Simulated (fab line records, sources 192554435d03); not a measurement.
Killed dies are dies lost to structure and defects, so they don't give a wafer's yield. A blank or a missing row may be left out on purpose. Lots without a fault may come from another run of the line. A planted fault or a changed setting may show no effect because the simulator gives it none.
Chamber matching | flow n5_finfet | N5_BEOL_M9_CURE_71 on uv_cure-02: 3 sister chambers
The step cures SiCOH lowk, time 240 s. 3 wafers are shown with their chamber, then 12 later ones without.

WAFERS WITH THEIR CHAMBER
wafer  | chamber | wafer_temp_C_max
L081.6 | 2       | 386.1
L085.3 | 0       | 386.8
L086.6 | 1       | 386.4

WAFERS WITHOUT THEIR CHAMBER
wafer  | wafer_temp_C_max
L091.2 | 385.9
L091.3 | 386.7
L091.6 | 386.1
L092.1 | 386.5
L092.2 | 386.1
L092.5 | 386.6
L096.2 | 386.1
L096.5 | 386.2
L096.6 | 386.4
L097.1 | 386.4
L097.4 | 386.4
L097.6 | 385.8

WHICH CHAMBER EACH WENT THROUGH
wafer  | from the rows above     | in truth
L091.2 | 2                       | 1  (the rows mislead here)
L091.3 | can't be placed: 0 or 1 | 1
L091.6 | 2                       | 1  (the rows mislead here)
L092.1 | can't be placed: 1 or 0 | 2
L092.2 | 2                       | 2
L092.5 | can't be placed: 0 or 1 | 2
L096.2 | 2                       | 2
L096.5 | can't be placed: 2 or 1 | 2
L096.6 | 1                       | 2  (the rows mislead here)
L097.1 | 1                       | 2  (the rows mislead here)
L097.4 | 1                       | 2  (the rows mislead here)
L097.6 | 2                       | 2
Placed correctly: 3 of 12. Can't be placed from these rows: 4 (the true chamber is among the candidates in 2). Placed wrongly: 5.
How it was worked out, from the rows above alone: a wafer's distance from a chamber is the root of the sum, over the readings, of the square of ((its reading less the chamber's mean) divided by the reading's scatter). The wafer belongs to the nearest chamber; if the next one is less than 2 further off, it can't be placed. A chamber's mean is the mean of its shown wafers. The scatter: with one shown wafer a chamber, the root of the mean of the squares of how far each hidden wafer lies from its nearest shown one.
